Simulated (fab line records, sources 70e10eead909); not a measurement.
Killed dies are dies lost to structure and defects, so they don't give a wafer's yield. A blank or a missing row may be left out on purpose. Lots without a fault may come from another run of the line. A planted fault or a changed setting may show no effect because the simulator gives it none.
Which tool did it? | flow nand_harc | 24 lots, 72 wafers sampled, at 6 steps of a route of 1159

WHAT THE GAUGES READ, wafer by wafer
The record holds no reading of a measuring or inspecting step that can be judged against a usual standard deviation.

WHICH TOOL RAN EACH LOT (tool, then ch and the chambers of the sampled wafers, then the start)
lot  | NHARC_A_CONTACT_ETCH_114             | NHARC_A_CONTACT_ETCH_127             | NHARC_A_CONTACT_ETCH_91            | NHARC_A_CONTACT_DEP_85          | NHARC_A_CONTACT_ETCH_134             | NHARC_A_CONTACT_STRIP_26
L074 | har_cap_etch-01 ch 0,1, day 15 18:05 | har_cap_etch-01 ch 0, day 16 03:06   | rie_diel-10 ch 1,2,3, day 16 04:32 | pecvd-04 ch 0,1, day 16 07:50   | har_cap_etch-02 ch 0,1, day 16 09:46 | rie_diel-03 ch 1,3, no start
L075 | har_cap_etch-03 ch 0,1, day 16 13:18 | har_cap_etch-01 ch 0,1, day 16 20:35 | rie_diel-03 ch 0,1,2, day 16 22:05 | pecvd-02 ch 0,1,2, day 17 01:27 | har_cap_etch-01 ch 0,1, day 17 03:41 | rie_diel-03 ch 0,2,3, no start
L076 | har_cap_etch-03 ch 0,1, day 16 20:14 | har_cap_etch-03 ch 0,1, day 17 03:20 | rie_diel-10 ch 1,2,3, day 17 04:45 | pecvd-03 ch 0,2, day 17 07:24   | har_cap_etch-03 ch 0, day 17 09:15   | rie_diel-10 ch 0,3, no start
L077 | har_cap_etch-02 ch 0,1, day 16 21:02 | har_cap_etch-02 ch 0,1, day 17 05:08 | rie_diel-10 ch 0,1,3, day 17 06:56 | pecvd-02 ch 0,1,2, day 17 09:41 | har_cap_etch-02 ch 0,1, day 17 11:38 | rie_diel-10 ch 1,2,3, no start
L078 | har_cap_etch-02 ch 0,1, day 17 02:47 | har_cap_etch-01 ch 0,1, day 17 10:08 | rie_diel-12 ch 0,1, day 17 11:33   | pecvd-02 ch 0,1,2, day 17 14:14 | har_cap_etch-01 ch 0,1, day 17 16:13 | rie_diel-03 ch 0,1,3, no start
L082 | har_cap_etch-03 ch 0,1, day 17 15:43 | har_cap_etch-01 ch 0,1, day 17 22:58 | rie_diel-12 ch 0,2,3, day 18 00:24 | pecvd-04 ch 0,1, day 18 04:14   | har_cap_etch-01 ch 0,1, day 18 08:13 | rie_diel-12 ch 1,2, no start
L079 | har_cap_etch-02 ch 0,1, day 17 20:24 | har_cap_etch-02 ch 0,1, day 18 06:31 | rie_diel-03 ch 0,1,2, day 18 07:53 | pecvd-02 ch 0,2, day 18 12:23   | har_cap_etch-01 ch 0,1, day 18 14:21 | rie_diel-10 ch 1,2,3, no start
L080 | har_cap_etch-03 ch 0,1, day 18 03:43 | har_cap_etch-02 ch 0, day 18 11:08   | rie_diel-10 ch 2,3, day 18 12:34   | pecvd-03 ch 0,1,2, day 18 17:05 | har_cap_etch-01 ch 0,1, day 18 19:05 | rie_diel-10 ch 1,2, no start
L081 | har_cap_etch-03 ch 0,1, day 18 10:45 | har_cap_etch-03 ch 0,1, day 18 17:31 | rie_diel-10 ch 1,3, day 18 18:57   | pecvd-02 ch 0,1, day 18 21:31   | har_cap_etch-01 ch 0,1, day 18 23:37 | rie_diel-03 ch 0,2,3, no start
L085 | har_cap_etch-02 ch 0,1, day 18 19:28 | har_cap_etch-01 ch 0,1, day 19 03:02 | rie_diel-10 ch 1,2, day 19 04:27   | pecvd-03 ch 0,1, day 19 08:47   | har_cap_etch-03 ch 0,1, day 19 10:41 | rie_diel-03 ch 0,2, no start
L084 | har_cap_etch-03 ch 0,1, day 18 20:20 | har_cap_etch-02 ch 0,1, day 19 05:44 | rie_diel-10 ch 1,3, day 19 07:07   | pecvd-02 ch 0,1,2, day 19 09:34 | har_cap_etch-01 ch 0,1, day 19 11:32 | rie_diel-12 ch 2,3, no start
L086 | har_cap_etch-02 ch 1, day 19 02:08   | har_cap_etch-02 ch 0,1, day 19 10:17 | rie_diel-03 ch 0,2,3, day 19 11:42 | pecvd-04 ch 0,1,2, day 19 14:19 | har_cap_etch-01 ch 0,1, day 19 16:16 | rie_diel-12 ch 1,2,3, no start
L087 | har_cap_etch-03 ch 0,1, day 19 02:28 | har_cap_etch-01 ch 0,1, day 19 10:02 | rie_diel-10 ch 1,2,3, day 19 11:28 | pecvd-02 ch 0,1,2, day 19 13:55 | har_cap_etch-03 ch 0,1, day 19 15:49 | rie_diel-03 ch 1,2, no start
L083 | har_cap_etch-03 ch 0,1, day 19 06:32 | har_cap_etch-02 ch 0,1, day 19 13:22 | rie_diel-10 ch 0,3, day 19 14:44   | pecvd-03 ch 0,1,2, day 19 17:14 | har_cap_etch-01 ch 0,1, day 19 19:41 | rie_diel-12 ch 0,3, no start
L089 | har_cap_etch-02 ch 0,1, day 19 18:28 | har_cap_etch-02 ch 0,1, day 20 01:24 | rie_diel-10 ch 0,1,3, day 20 02:47 | pecvd-03 ch 1,2, day 20 06:16   | har_cap_etch-01 ch 0,1, day 20 08:13 | rie_diel-03 ch 0,1,2, no start
L088 | har_cap_etch-03 ch 0,1, day 19 18:56 | har_cap_etch-03 ch 0,1, day 20 01:55 | rie_diel-10 ch 0,1,3, day 20 03:19 | pecvd-02 ch 0,1,2, day 20 06:19 | har_cap_etch-02 ch 0,1, day 20 08:19 | rie_diel-12 ch 0,1,2, no start
L090 | har_cap_etch-03 ch 0,1, day 20 10:20 | har_cap_etch-02 ch 0,1, day 20 18:54 | rie_diel-10 ch 0,1,3, day 20 20:20 | pecvd-02 ch 0,1,2, day 21 00:46 | har_cap_etch-01 ch 0,1, day 21 02:42 | rie_diel-10 ch 0,1,2, no start
L092 | har_cap_etch-01 ch 0,1, day 20 17:59 | har_cap_etch-03 ch 0,1, day 21 02:58 | rie_diel-12 ch 1,2, day 21 04:20   | pecvd-03 ch 0,1,2, day 21 10:10 | har_cap_etch-02 ch 0,1, day 21 12:05 | rie_diel-10 ch 0,2,3, no start
L093 | har_cap_etch-03 ch 0,1, day 20 21:10 | har_cap_etch-02 ch 0,1, day 21 04:52 | rie_diel-03 ch 1,2,3, day 21 06:17 | pecvd-03 ch 0,1,2, day 21 10:26 | har_cap_etch-01 ch 0,1, day 21 12:21 | rie_diel-10 ch 0,2,3, no start
L094 | har_cap_etch-01 ch 0,1, day 21 00:53 | har_cap_etch-01 ch 0,1, day 21 07:45 | rie_diel-10 ch 0,1,3, day 21 09:10 | pecvd-02 ch 0,1,2, day 21 12:19 | har_cap_etch-03 ch 0,1, day 21 14:05 | rie_diel-10 ch 1,2,3, no start
L091 | har_cap_etch-02 ch 0,1, day 21 02:02 | har_cap_etch-03 ch 1, day 21 11:34   | rie_diel-12 ch 1,2,3, day 21 13:01 | pecvd-03 ch 0,1, day 21 15:35   | har_cap_etch-02 ch 0,1, day 21 17:25 | rie_diel-10 ch 1,2,3, no start
L096 | har_cap_etch-01 ch 0,1, day 22 03:41 | har_cap_etch-01 ch 0,1, day 22 10:55 | rie_diel-12 ch 0,1,3, day 22 12:27 | pecvd-04 ch 0,1, day 22 15:43   | har_cap_etch-02 ch 0,1, day 22 17:31 | rie_diel-10 ch 0,1, no start
L095 | har_cap_etch-03 ch 0,1, day 22 06:11 | har_cap_etch-01 ch 0,1, day 22 13:47 | rie_diel-12 ch 0,2,3, day 22 15:10 | pecvd-03 ch 0,2, day 22 17:38   | har_cap_etch-01 ch 0,1, day 22 19:38 | rie_diel-12 ch 0,1, no start
L097 | har_cap_etch-02 ch 0,1, day 22 08:37 | har_cap_etch-03 ch 0,1, day 22 17:14 | rie_diel-10 ch 1,2, day 22 18:40   | pecvd-02 ch 0,1,2, day 23 00:38 | har_cap_etch-01 ch 0, day 23 02:32   | rie_diel-12 ch 0,2,3, no start
- NHARC_A_CONTACT_ETCH_114: etches the open film in C4F8/O2/Ar, time 94 s, target depth 922 nm.
- NHARC_A_CONTACT_ETCH_127: etches the open film in C4F8/O2/Ar, time 155 s, target depth 956 nm.
- NHARC_A_CONTACT_ETCH_91: etches the open film in CH3F/O2, target depth 40 nm, time 85.7 s.
- NHARC_A_CONTACT_DEP_85: deposits SiON, target thk 50 nm.
- NHARC_A_CONTACT_ETCH_134: etches the open film in C4F8/O2/Ar, time 140 s, target depth 700 nm.
- NHARC_A_CONTACT_STRIP_26: strips in O2.

WHAT THE TOOLS THEMSELVES READ (means of the sampled wafers that have a number; where no wafer has one, the mark that the record gives instead)
NHARC_A_CONTACT_ETCH_114. Usual: chamber_pressure_mTorr 19.999 mTorr, standard deviation 0.019.
lot  | tool            | chamber_pressure_mTorr (mTorr) | flag
L074 | har_cap_etch-01 | 19.981                         |
L075 | har_cap_etch-03 | 19.994                         |
L076 | har_cap_etch-03 | 20.002                         |
L077 | har_cap_etch-02 | 19.987                         |
L078 | har_cap_etch-02 | 20.000                         |
L082 | har_cap_etch-03 | 20.002                         |
L079 | har_cap_etch-02 | 20.005                         |
L080 | har_cap_etch-03 | 20.011                         |
L081 | har_cap_etch-03 | 20.003                         |
L085 | har_cap_etch-02 | 19.990                         |
L084 | har_cap_etch-03 | 20.028                         |
L086 | har_cap_etch-02 | 20.006                         |
L087 | har_cap_etch-03 | 20.001                         |
L083 | har_cap_etch-03 | 19.993                         |
L089 | har_cap_etch-02 | 20.011                         |
L088 | har_cap_etch-03 | 20.007                         |
L090 | har_cap_etch-03 | 20.007                         |
L092 | har_cap_etch-01 | 19.986                         |
L093 | har_cap_etch-03 | 19.994                         |
L094 | har_cap_etch-01 | 20.001                         |
L091 | har_cap_etch-02 | 19.996                         |
L096 | har_cap_etch-01 | 20.002                         |
L095 | har_cap_etch-03 | 19.991                         |
L097 | har_cap_etch-02 | 19.971                         |

NHARC_A_CONTACT_ETCH_127. Usual: chamber_pressure_mTorr 19.999 mTorr, standard deviation 0.018.
lot  | tool            | chamber_pressure_mTorr (mTorr) | flag
L074 | har_cap_etch-01 | 20.003                         |
L075 | har_cap_etch-01 | 20.015                         |
L076 | har_cap_etch-03 | 19.990                         |
L077 | har_cap_etch-02 | 19.995                         |
L078 | har_cap_etch-01 | 20.006                         |
L082 | har_cap_etch-01 | 19.994                         |
L079 | har_cap_etch-02 | 19.996                         |
L080 | har_cap_etch-02 | 19.999                         |
L081 | har_cap_etch-03 | 19.988                         |
L085 | har_cap_etch-01 | 20.004                         |
L084 | har_cap_etch-02 | 20.011                         |
L086 | har_cap_etch-02 | 19.987                         |
L087 | har_cap_etch-01 | 20.007                         |
L083 | har_cap_etch-02 | 19.992                         |
L089 | har_cap_etch-02 | 19.995                         |
L088 | har_cap_etch-03 | 20.009                         |
L090 | har_cap_etch-02 | 20.013                         |
L092 | har_cap_etch-03 | 19.986                         |
L093 | har_cap_etch-02 | 20.000                         |
L094 | har_cap_etch-01 | 19.980                         |
L091 | har_cap_etch-03 | 20.004                         |
L096 | har_cap_etch-01 | 19.996                         |
L095 | har_cap_etch-01 | 19.994                         |
L097 | har_cap_etch-03 | 20.009                         |

NHARC_A_CONTACT_ETCH_91. Usual: bias_w 99.98 W, standard deviation 0.28; chamber_pressure_mTorr 25.000 mTorr, standard deviation 0.025; drypump_motor_current_A 5.7 A, standard deviation 0.55; oes_product_au 0.95 a.u., standard deviation 0.033; rf_fwd_power_W 496.4 W, standard deviation 1.6; rf_vpp_V 243.8 V, standard deviation 1.5; showerhead_plenum_p_Torr 2.42 Torr, standard deviation 0.089; throttle_valve_pct 20.662 %, standard deviation 0.0089.
lot  | tool        | bias_w (W) | chamber_pressure_mTorr (mTorr) | drypump_motor_current_A (A) | oes_product_au (a.u.) | rf_fwd_power_W (W) | rf_vpp_V (V) | showerhead_plenum_p_Torr (Torr) | throttle_valve_pct (%) | flag
L074 | rie_diel-10 | 100.16     | 24.984                         | 5.8                         | 1.01                  | 495.8              | 242.7        | 2.34                            | 20.660                 |
L075 | rie_diel-03 | 100.05     | 24.995                         | 5.1                         | 0.92                  | 495.4              | 245.3        | 2.48                            | 20.665                 |
L076 | rie_diel-10 | 99.79      | 24.993                         | 5.9                         | 0.93                  | 496.4              | 242.3        | 2.34                            | 20.666                 |
L077 | rie_diel-10 | 99.83      | 25.008                         | 5.9                         | 0.93                  | 496.2              | 244.5        | 2.42                            | 20.664                 |
L078 | rie_diel-12 | 99.69      | 24.984                         | 5.7                         | 0.93                  | 495.9              | 245.0        | 2.45                            | 20.665                 |
L082 | rie_diel-12 | 100.07     | 24.996                         | 5.7                         | 0.99                  | 497.0              | 244.6        | 2.52                            | 20.651                 |
L079 | rie_diel-03 | 99.92      | 25.013                         | 5.1                         | 0.93                  | 497.1              | 244.2        | 2.47                            | 20.653                 |
L080 | rie_diel-10 | 100.28     | 25.003                         | 5.4                         | 0.94                  | 499.3              | 241.7        | 2.29                            | 20.660                 |
L081 | rie_diel-10 | 99.97      | 24.991                         | 6.3                         | 0.94                  | 496.3              | 243.0        | 2.37                            | 20.658                 |
L085 | rie_diel-10 | 100.27     | 25.013                         | 6.2                         | 0.94                  | 496.9              | 243.7        | 2.36                            | 20.662                 |
L084 | rie_diel-10 | 99.98      | 25.003                         | 6.3                         | 1.01                  | 493.7              | 243.3        | 2.37                            | 20.655                 |
L086 | rie_diel-03 | 99.85      | 24.989                         | 5.5                         | 1.01                  | 496.5              | 244.6        | 2.45                            | 20.661                 |
L087 | rie_diel-10 | 100.12     | 24.969                         | 5.8                         | 1.01                  | 496.2              | 243.2        | 2.33                            | 20.668                 |
L083 | rie_diel-10 | 99.99      | 24.998                         | 5.4                         | 0.93                  | 497.7              | 244.5        | 2.39                            | 20.657                 |
L089 | rie_diel-10 | 99.94      | 25.005                         | 5.8                         | 0.93                  | 497.3              | 243.4        | 2.41                            | 20.667                 |
L088 | rie_diel-10 | 99.94      | 25.016                         | 5.9                         | 0.93                  | 496.9              | 243.4        | 2.41                            | 20.664                 |
L090 | rie_diel-10 | 99.61      | 24.993                         | 5.9                         | 0.93                  | 494.9              | 243.9        | 2.41                            | 20.656                 |
L092 | rie_diel-12 | 99.90      | 24.985                         | 6.0                         | 0.92                  | 495.9              | 244.6        | 2.41                            | 20.663                 |
L093 | rie_diel-03 | 100.10     | 25.019                         | 5.4                         | 0.93                  | 496.6              | 244.7        | 2.46                            | 20.659                 |
L094 | rie_diel-10 | 100.02     | 25.013                         | 5.9                         | 0.94                  | 496.5              | 243.7        | 2.41                            | 20.667                 |
L091 | rie_diel-12 | 100.02     | 24.985                         | 5.8                         | 0.92                  | 498.5              | 245.3        | 2.46                            | 20.668                 |
L096 | rie_diel-12 | 99.77      | 25.008                         | 5.6                         | 0.92                  | 496.4              | 244.3        | 2.43                            | 20.665                 |
L095 | rie_diel-12 | 99.78      | 24.996                         | 5.7                         | 0.98                  | 495.6              | 244.4        | 2.50                            | 20.664                 |
L097 | rie_diel-10 | 100.39     | 25.012                         | 6.2                         | 0.94                  | 495.6              | 242.1        | 2.35                            | 20.666                 |

NHARC_A_CONTACT_DEP_85. Usual: heater_power_w 742 W, standard deviation 97; rf_fwd_power_W 348.4 W, standard deviation 1.1.
lot  | tool     | heater_power_w (W) | rf_fwd_power_W (W) | flag
L074 | pecvd-04 | 815                | 348.1              |
L075 | pecvd-02 | 690                | 348.7              |
L076 | pecvd-03 | 634                | 349.1              |
L077 | pecvd-02 | 654                | 348.5              |
L078 | pecvd-02 | 747                | 348.1              |
L082 | pecvd-04 | 757                | 349.1              |
L079 | pecvd-02 | 702                | 349.1              |
L080 | pecvd-03 | 806                | 348.6              |
L081 | pecvd-02 | 747                | 348.7              |
L085 | pecvd-03 | 721                | 347.8              |
L084 | pecvd-02 | 689                | 347.9              |
L086 | pecvd-04 | 744                | 349.7              |
L087 | pecvd-02 | 698                | 348.4              |
L083 | pecvd-03 | 802                | 348.1              |
L089 | pecvd-03 | 805                | 347.6              |
L088 | pecvd-02 | 676                | 348.1              |
L090 | pecvd-02 | 717                | 349.2              |
L092 | pecvd-03 | 779                | 347.9              |
L093 | pecvd-03 | 814                | 348.7              |
L094 | pecvd-02 | 744                | 348.4              |
L091 | pecvd-03 | 739                | 349.1              |
L096 | pecvd-04 | 824                | 348.5              |
L095 | pecvd-03 | 720                | 348.5              |
L097 | pecvd-02 | 712                | 348.6              |

NHARC_A_CONTACT_ETCH_134. Usual: chamber_pressure_mTorr 20.000 mTorr, standard deviation 0.022.
lot  | tool            | chamber_pressure_mTorr (mTorr) | flag
L074 | har_cap_etch-02 | 19.953                         |
L075 | har_cap_etch-01 | 20.013                         |
L076 | har_cap_etch-03 | 20.001                         |
L077 | har_cap_etch-02 | 20.016                         |
L078 | har_cap_etch-01 | 19.998                         |
L082 | har_cap_etch-01 | 19.991                         |
L079 | har_cap_etch-01 | 19.984                         |
L080 | har_cap_etch-01 | 19.993                         |
L081 | har_cap_etch-01 | 19.999                         |
L085 | har_cap_etch-03 | 19.994                         |
L084 | har_cap_etch-01 | 19.988                         |
L086 | har_cap_etch-01 | 19.994                         |
L087 | har_cap_etch-03 | 20.021                         |
L083 | har_cap_etch-01 | 20.016                         |
L089 | har_cap_etch-01 | 19.998                         |
L088 | har_cap_etch-02 | 20.018                         |
L090 | har_cap_etch-01 | 20.006                         |
L092 | har_cap_etch-02 | 19.997                         |
L093 | har_cap_etch-01 | 20.006                         |
L094 | har_cap_etch-03 | 19.983                         |
L091 | har_cap_etch-02 | 19.986                         |
L096 | har_cap_etch-02 | 19.996                         |
L095 | har_cap_etch-01 | 19.983                         |
L097 | har_cap_etch-01 | 19.988                         |

NHARC_A_CONTACT_STRIP_26. Usual: chamber_pressure_mTorr 60.00 mTorr, standard deviation 0.051; drypump_motor_current_A 5.6 A, standard deviation 0.51; oes_product_au 1.006 a.u., standard deviation 0.012; rf_vpp_V 57.6 V, standard deviation 0.81; showerhead_plenum_p_Torr 3.48 Torr, standard deviation 0.12; throttle_valve_pct 17.037 %, standard deviation 0.01.
lot  | tool        | chamber_pressure_mTorr (mTorr) | drypump_motor_current_A (A) | oes_product_au (a.u.) | rf_vpp_V (V) | showerhead_plenum_p_Torr (Torr) | throttle_valve_pct (%) | flag
L074 | rie_diel-03 | 60.01                          | 5.3                         | 1.010                 | 57.7         | 3.55                            | 17.040                 |
L075 | rie_diel-03 | 59.98                          | 5.4                         | 1.008                 | 58.0         | 3.52                            | 17.035                 |
L076 | rie_diel-10 | 60.02                          | 5.4                         | 1.008                 | 57.3         | 3.53                            | 17.036                 |
L077 | rie_diel-10 | 59.98                          | 5.9                         | 1.008                 | 57.0         | 3.36                            | 17.033                 |
L078 | rie_diel-03 | 59.95                          | 5.3                         | 0.997                 | 57.5         | 3.51                            | 17.033                 |
L082 | rie_diel-12 | 60.02                          | 6.0                         | 0.991                 | 58.4         | 3.57                            | 17.035                 |
L079 | rie_diel-10 | 60.00                          | 5.9                         | 1.004                 | 57.1         | 3.36                            | 17.035                 |
L080 | rie_diel-10 | 60.01                          | 6.3                         | 1.017                 | 56.7         | 3.39                            | 17.042                 |
L081 | rie_diel-03 | 59.97                          | 5.5                         | 1.005                 | 58.1         | 3.51                            | 17.046                 |
L085 | rie_diel-03 | 59.98                          | 5.1                         | 1.002                 | 57.8         | 3.51                            | 17.042                 |
L084 | rie_diel-12 | 60.02                          | 5.8                         | 0.993                 | 57.7         | 3.63                            | 17.037                 |
L086 | rie_diel-12 | 60.03                          | 5.8                         | 0.998                 | 57.7         | 3.53                            | 17.047                 |
L087 | rie_diel-03 | 59.94                          | 5.0                         | 1.011                 | 57.3         | 3.57                            | 17.032                 |
L083 | rie_diel-12 | 60.02                          | 5.5                         | 0.994                 | 58.2         | 3.57                            | 17.046                 |
L089 | rie_diel-03 | 59.96                          | 5.1                         | 1.006                 | 57.7         | 3.54                            | 17.043                 |
L088 | rie_diel-12 | 59.97                          | 5.9                         | 0.995                 | 57.7         | 3.54                            | 17.035                 |
L090 | rie_diel-10 | 59.95                          | 5.8                         | 1.017                 | 57.4         | 3.44                            | 17.041                 |
L092 | rie_diel-10 | 60.00                          | 5.4                         | 1.012                 | 57.0         | 3.41                            | 17.026                 |
L093 | rie_diel-10 | 60.00                          | 5.4                         | 1.015                 | 57.3         | 3.41                            | 17.049                 |
L094 | rie_diel-10 | 60.03                          | 5.9                         | 1.011                 | 57.5         | 3.35                            | 17.039                 |
L091 | rie_diel-10 | 60.04                          | 5.9                         | 1.014                 | 57.0         | 3.35                            | 17.039                 |
L096 | rie_diel-10 | 60.01                          | 5.8                         | 1.014                 | 58.5         | 3.55                            | 17.035                 |
L095 | rie_diel-12 | 60.01                          | 5.7                         | 0.998                 | 57.5         | 3.49                            | 17.040                 |
L097 | rie_diel-12 | 59.99                          | 5.7                         | 0.993                 | 58.4         | 3.59                            | 17.039                 |

THE ANSWER, worked out from the rows above alone
Rule: a lot is off if the mean of its wafers that have a number lies more than 3 standard deviations from the usual mean. A lot without any number at a reading at which 4 lots or more have one is off too. The other lots that the step has rows for count as sound. The gauges are gone through in route order, then the tools' own readings, and for those a lot's mean is taken as printed above. The first step at which some lot is off is used, and at that step the reading that is off furthest; a lot without a number counts as furthest.
No lot is off at any reading shown: from this, nothing can be told.

WHAT THE SIMULATOR HAD PUT IN
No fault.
